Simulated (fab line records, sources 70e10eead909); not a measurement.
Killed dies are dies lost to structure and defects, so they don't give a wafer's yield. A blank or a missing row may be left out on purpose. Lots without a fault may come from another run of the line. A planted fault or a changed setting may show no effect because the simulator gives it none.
Problem report in the 8D (eight disciplines) form, filled by code | flow nand_harc | the parts of the form that need people (team, actions taken, sign-off) are left out

1. THE PROBLEM
cd_nm at NHARC_A_M0_CD_MEAS_09 reads a mean of 85.1 nm on 2 wafers of 2 lots; wafers without a fault read 80.1 nm with a standard deviation of 0.81. That is +6.2 standard deviations from the usual mean.
The step: target cd 80 nm.
First seen on wafer L106.1, day 30 00:44, on cd_sem-03. The record holds 31 wafers of 11 lots with a number at this step. Rule for "out", or "out of limits": more than 4 standard deviations from the usual mean. The other wafers with a number count as sound.

2. WHAT IT IS AND WHAT IT IS NOT
question                    | is                | is not
which readings at this step | cd_nm             | -
which lots                  | L105, L106        | L108, L109, L110, L989, L990, L991, L993, L994, L995
which wafers of those lots  | L105.3, L106.1    | L105.6, L106.5
read on which gauges        | cd_sem-03         | cd_sem-01, cd_sem-02
when                        | from day 30 00:44 | up to then (19 sound wafers); but 10 sound wafers of L105, L108, L109, L110 came after

3. SUSPECTS, AND WHAT RULES EACH OUT
Counting: a tool at a process step up to the reading stays a suspect if it ran every lot that is out. Sound lots after the first of them don't rule it out here, since some wafers of a struck lot are sound.
- the gauge at NHARC_A_M0_CD_MEAS_09: kept. All the wafers that are out were read on cd_sem-03, and no step on other tools shows them out.
- litho_track-04 at NHARC_A_M0_PEB_07 (peb time 65 s): kept. It ran every lot that is out, first L106 (day 30 00:39); its last sound lot up to then is L995 (day 24 21:41).
Left after counting: litho_track-04 at NHARC_A_M0_PEB_07, cd_sem-03 at NHARC_A_M0_CD_MEAS_09.

4. THE CAUSE (what the simulator had put in)
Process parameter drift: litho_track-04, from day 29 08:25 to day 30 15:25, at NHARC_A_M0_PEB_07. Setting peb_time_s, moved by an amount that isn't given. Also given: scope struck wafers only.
Counting left 2 suspects, and this tool is among them.

5. THE CHAIN OF EFFECTS, in route order
Each row: a reading whose mean over the struck wafers that have a number lies more than 3 standard deviations from the usual. Only readings for which the record gives a usual standard deviation are gone through. hours: the time from each lot's start at the first step in this table that gives one to its start at this step, as a median over the lots. sigmas: the change in usual standard deviations.
hours | step                  | reading | usual   | on struck wafers | change | sigmas
0     | NHARC_A_M0_CD_MEAS_09 | cd_nm   | 80.1 nm | 85.1             | +5.0   | +6.2
3     | NHARC_A_M0_CD_MEAS_16 | cd_nm   | 80.3 nm | 85.6             | +5.3   | +4.8
Later measuring or inspecting steps at which every struck wafer that the step has a row for has a number for every such reading, and none has moved that far: NHARC_END_SORT_01.

6. WHAT WOULD HAVE CAUGHT IT SOONER
In this record the first reading out of limits at a measuring or inspecting step was taken at day 30 00:44, 16 hours after the fault began at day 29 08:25.
Of the tool readings at NHARC_A_M0_PEB_07 for which the record gives a usual standard deviation, none was out on any struck wafer, so an alarm limit of 4 standard deviations on them would not have fired.
Of the lots that are out (2), L105 began NHARC_A_M0_PEB_07 on litho_track-04 after day 30 00:44. A hold on the tool at that time would have spared it.
